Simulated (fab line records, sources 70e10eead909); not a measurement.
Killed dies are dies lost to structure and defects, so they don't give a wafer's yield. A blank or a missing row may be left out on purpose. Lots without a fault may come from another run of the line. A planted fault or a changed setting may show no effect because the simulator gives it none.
Chamber matching | flow nand_harc | NHARC_P_CONTACT_ALD_22 on ald_metal-02: 4 sister chambers
The step deposits TiN, target thk 3 nm, pulse time 1 s, ald cycles 150. 24 wafers are shown with their chamber, then 12 later ones without.

WAFERS WITH THEIR CHAMBER
wafer  | chamber | heater_power_w (W) | precursor_pulse_height_rel
L075.1 | 2       | 1185               | 1.001
L075.2 | 3       | 994                | 1.002
L075.4 | 1       | 1128               | 1.001
L077.2 | 0       | 837                | 1.000
L077.5 | 1       | 1138               | 1.001
L077.6 | 0       | 846                | 0.978
L079.1 | 1       | 1167               | 0.961
L079.3 | 2       | 1234               | 0.970
L079.6 | 1       | 1153               | 0.994
L080.2 | 3       | 1016               | 1.003
L080.3 | 2       | 1223               | 1.000
L080.5 | 0       | 849                | 1.013
L081.3 | 3       | 1018               | 1.009
L081.5 | 3       | 1023               | 0.995
L081.6 | 2       | 1203               | 0.999
L083.2 | 0       | 874                | 1.015
L083.5 | 0       | 840                | 1.009
L083.6 | 1       | 1157               | 1.002
L084.1 | 1       | 1155               | 0.957
L084.2 | 2       | 1203               | 0.989
L084.4 | 3       | 989                | 1.019
L085.1 | 1       | 1126               | 0.980
L085.3 | 0       | 851                | 1.008
L085.6 | 2       | 1186               | 1.006

SIGNATURES (means of the wafers above)
reading                    | chamber 0 | chamber 1 | chamber 2 | chamber 3 | scatter within a chamber
heater_power_w             | 849.50    | 1146.29   | 1205.67   | 1008.00   | 16.2
precursor_pulse_height_rel | 1.00383   | 0.98514   | 0.99417   | 1.00560   | 0.0148
Rule: a wafer's distance from a chamber is the root of the sum, over the readings, of the square of ((its reading less the chamber's mean) divided by the reading's scatter). The wafer belongs to the nearest chamber; if the next one is less than 2 further off, it can't be placed. The scatter: the root of (the sum of the squares of (reading less its chamber's mean) over the shown wafers, divided by (wafers less chambers)).

WAFERS WITHOUT THEIR CHAMBER
wafer  | heater_power_w (W) | precursor_pulse_height_rel
L086.1 | 1142               | 1.033
L086.5 | 1197               | 0.981
L086.6 | 1135               | 0.977
L090.2 | 1190               | 0.993
L090.4 | 986                | 1.007
L090.5 | 1192               | 0.987
L092.4 | 962                | 0.996
L092.5 | 1192               | 0.984
L092.6 | 1167               | 1.009
L097.2 | 956                | 1.029
L097.3 | 851                | 0.976
L097.5 | 1176               | 1.036

WHICH CHAMBER EACH WENT THROUGH
wafer  | from the rows above     | in truth
L086.1 | can't be placed: 1 or 2 | 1
L086.5 | 2                       | 2
L086.6 | 1                       | 1
L090.2 | can't be placed: 2 or 1 | 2
L090.4 | 3                       | 3
L090.5 | can't be placed: 2 or 1 | 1
L092.4 | 3                       | 3
L092.5 | can't be placed: 2 or 1 | 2
L092.6 | can't be placed: 1 or 2 | 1
L097.2 | 3                       | 3
L097.3 | 0                       | 0
L097.5 | can't be placed: 2 or 1 | 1
Placed correctly: 6 of 12. Can't be placed from these rows: 6 (the true chamber is among the candidates in 6). Placed wrongly: 0.
